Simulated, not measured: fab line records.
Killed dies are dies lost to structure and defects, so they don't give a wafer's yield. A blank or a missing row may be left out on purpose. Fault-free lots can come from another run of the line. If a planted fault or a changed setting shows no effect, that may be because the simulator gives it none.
Chamber matching | flow n5 finfet | N5_BEOL_M5_STRIP_19 on rie diel-06: 4 sister chambers
The step strips in O2. 4 wafers are shown with their chamber, then 7 later ones without.

== WAFERS PAIRED WITH THEIR CHAMBERS ==
wafer  | chamber | throttle valve pct (%)
L084.6 | 0       | 16.52
L086.4 | 3       | 16.44
L089.3 | 2       | 16.94
L089.4 | 1       | 16.30

== WAFERS MISSING THEIR CHAMBER ==
wafer  | throttle valve pct (%)
L089.6 | 16.55
L090.2 | 16.94
L090.4 | 16.55
L090.6 | 16.53
L096.1 | 16.55
L096.2 | 16.97
L096.3 | 16.33

== WHICH CHAMBER EACH WENT THROUGH ==
wafer  | from the rows above | in truth
L089.6 | 0                   | 0
L090.2 | 2                   | 2
L090.4 | 0                   | 0
L090.6 | 0                   | 0
L096.1 | 0                   | 0
L096.2 | 2                   | 2
L096.3 | 1                   | 1
Placed correctly: 7 of 7. Left unplaced by these rows: 0. Wrongly placed: 0.
How it was worked out, from the rows above alone: a wafer's distance from a chamber is the root of the sum, over the readings, of the square of ((its reading less the chamber's mean) divided by the reading's scatter). The wafer belongs to the nearest chamber; if the next one is less than 2 further off, it can't be placed. The mean given for a chamber averages the wafers shown for that chamber. The scatter (one wafer shown for each chamber): square how far every hidden wafer sits from the nearest shown wafer, average those squares and take the square root.
